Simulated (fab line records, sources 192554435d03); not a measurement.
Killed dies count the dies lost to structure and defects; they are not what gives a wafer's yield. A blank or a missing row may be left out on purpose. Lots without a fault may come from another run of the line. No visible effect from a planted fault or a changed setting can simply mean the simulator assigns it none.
Split-lot study | flow n5_finfet | 39 wafers read from 7 lots, route of 1938 steps

== ON THE SPLIT ==
At N5_BEOL_M15_TRENCH_ETCH_34 (etches SiO2 in C4F8/O2/Ar, target depth 872.93 nm, time 199 s), the setting target_depth_a was moved away from the recipe's 8729.3 angstrom on 9 of the 39 wafers read, by -37.8% to +49.2%. This setting was run at the recipe's value on the other wafers.

== FROM THE SPLIT TO THE READING: what the file shows between them, 7 steps ==
- N5_BEOL_M15_STRIP_36: strips in O2
- N5_BEOL_M15_ECD_47: material Cu, target thk 1860 nm
- N5_BEOL_M15_ANNEAL_48: time 90 s
- N5_BEOL_M15_CMP_49: polishes, stops on SiO2, t overpolish 4.9 s, target thk 850 nm
- N5_BEOL_M15_THK_MEAS_50: measures by xrf
- N5_BEOL_M15_PRE_CLEAN_52: time 15 s
- N5_BEOL_M15_DEP_53: deposits SiCN from 3MS/NH3, target thk 50 nm, time 17.8 s

== THE READING ==
M15_RS in ohm/sq, measured at N5_BEOL_M15_RS_MEAS_54 by four-point-probe. On this fab line, fault-free wafers typically give 0.0214 ohm/sq with a standard deviation of 0.00034 ohm/sq.

wafer  | tool, chamber at the split | target_depth_a as run, angstrom | against the recipe | M15_RS, ohm/sq | against lot-mates on the recipe
L075.1 | rie_diel-03, 2             | 7219                            | -17.3%             | 0.0263         | +0.0050
L075.2 | rie_diel-03, 0             | 8729.3                          | recipe             | 0.0206         | -
L075.3 | rie_diel-03, 3             | 8729.3                          | recipe             | 0.0215         | -
L075.4 | rie_diel-03, 1             | 8729.3                          | recipe             | 0.0217         | -
L075.5 | rie_diel-03, 0             | 7219                            | -17.3%             | 0.0252         | +0.0039
L075.6 | rie_diel-03, 3             | 7219                            | -17.3%             | 0.0261         | +0.0048
L080.1 | rie_diel-01, 3             | 8729.3                          | recipe             | 0.0211         | -
L080.3 | rie_diel-01, 1             | 8729.3                          | recipe             | 0.0218         | -
L080.5 | rie_diel-01, 0             | 8729.3                          | recipe             | 0.0218         | -
L079.1 | rie_diel-04, 2             | 8729.3                          | recipe             | 0.0216         | -
L079.2 | rie_diel-04, 0             | 8729.3                          | recipe             | 0.0214         | -
L079.3 | rie_diel-04, 3             | 5433                            | -37.8%             | 0.0362         | +0.0146
L079.4 | rie_diel-04, 1             | 5433                            | -37.8%             | 0.0360         | +0.0144
L079.5 | rie_diel-04, 2             | 5433                            | -37.8%             | 0.0353         | +0.0137
L079.6 | rie_diel-04, 3             | 8729.3                          | recipe             | 0.0219         | -
L085.1 | rie_diel-01, 3             | 8729.3                          | recipe             | 0.0212         | -
L085.2 | rie_diel-01, 1             | 8729.3                          | recipe             | 0.0217         | -
L085.3 | rie_diel-01, 2             | 8729.3                          | recipe             | 0.0216         | -
L085.4 | rie_diel-01, 0             | 8729.3                          | recipe             | 0.0217         | -
L085.5 | rie_diel-01, 2             | 8729.3                          | recipe             | 0.0214         | -
L085.6 | rie_diel-01, 3             | 8729.3                          | recipe             | 0.0211         | -
L086.1 | rie_diel-03, 0             | 8729.3                          | recipe             | 0.0207         | -
L086.2 | rie_diel-03, 3             | 8729.3                          | recipe             | 0.0214         | -
L086.3 | rie_diel-03, 1             | 8729.3                          | recipe             | 0.0214         | -
L086.4 | rie_diel-03, 3             | 8729.3                          | recipe             | 0.0216         | -
L086.5 | rie_diel-03, 0             | 8729.3                          | recipe             | 0.0208         | -
L086.6 | rie_diel-03, 1             | 8729.3                          | recipe             | 0.0214         | -
L090.1 | rie_diel-03, 1             | 8729.3                          | recipe             | 0.0215         | -
L090.2 | rie_diel-03, 3             | 8729.3                          | recipe             | 0.0216         | -
L090.3 | rie_diel-03, 0             | 8729.3                          | recipe             | 0.0207         | -
L090.4 | rie_diel-03, 2             | 8729.3                          | recipe             | 0.0214         | -
L090.5 | rie_diel-03, 3             | 8729.3                          | recipe             | 0.0215         | -
L090.6 | rie_diel-03, 0             | 8729.3                          | recipe             | 0.0207         | -
L092.1 | rie_diel-04, 1             | 8729.3                          | recipe             | 0.0218         | -
L092.2 | rie_diel-04, 3             | 13020                           | +49.2%             | 0.0139         | -0.0078
L092.3 | rie_diel-04, 2             | 8729.3                          | recipe             | 0.0215         | -
L092.4 | rie_diel-04, 0             | 13020                           | +49.2%             | 0.0142         | -0.0075
L092.5 | rie_diel-04, 0             | 13020                           | +49.2%             | 0.0142         | -0.0075
L092.6 | rie_diel-04, 1             | 8729.3                          | recipe             | 0.0218         | -

FIT RESULTS
A straight line over all 39 wafers: M15_RS changes by -0.000236 ohm/sq for each +1% of target_depth_a; r = -0.92; the points scatter about the line by 0.0019 ohm/sq.
The same after taking each lot's own level away (the mean of its wafers on the recipe; 39 wafers): -0.000238 ohm/sq for each +1%; r = -0.93; scatter 0.0018 ohm/sq.
The reading moves by 0.012 ohm/sq for the largest change in target_depth_a, on that fit.
The span of the lots' own levels, 0.02122 to 0.02170 ohm/sq, comes to 1.4 times the standard deviation stated above.
Hence the lot-to-lot level has little effect on the slope; both slopes agree.
Check: -0.0118 ohm/sq against its lot-mates is what the line predicts for one of the wafers moved furthest among these (+49.2%) when that wafer is left out of the fit. Against them it came out at -0.0078 ohm/sq.

== THE WHOLE CHAIN: every reading that the file lists as answering this split, in the file's order ==
step                       | what it does                                                   | reading                                                                          | change (the file's fit)               | r (the file's)
N5_BEOL_M15_TRENCH_ETCH_34 | etches SiO2 in C4F8/O2/Ar, target depth 872.93 nm, time 199 s  | etch.depth_nm (the simulator's own value, which no gauge read)                   | +8.95 nm for each +1% of the setting  | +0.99
N5_BEOL_M15_TRENCH_ETCH_34 | etches SiO2 in C4F8/O2/Ar, target depth 872.93 nm, time 199 s  | coat_of_BEOL_M15_COAT_22.thk_nm (the simulator's own value, which no gauge read) | -1.81 nm for each +1% of the setting  | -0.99
N5_BEOL_M15_CMP_49         | polishes, stops on SiO2, t overpolish 4.9 s, target thk 850 nm | Cu_of_BEOL_M15_ECD_47.thk_nm (the simulator's own value, which no gauge read)    | +8.96 nm for each +1% of the setting  | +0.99
N5_BEOL_M15_THK_MEAS_50    | measures by xrf                                                | M15_THK                                                                          | +8.95 for each +1% of the setting     | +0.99
N5_BEOL_M15_RS_MEAS_54     | measures by four-point-probe                                   | M15_RS                                                                           | -0.000239 for each +1% of the setting | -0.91

== FILE'S OWN FIT ==
M15_RS changes by -0.000239 ohm/sq for each +1% of target_depth_a, r = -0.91.
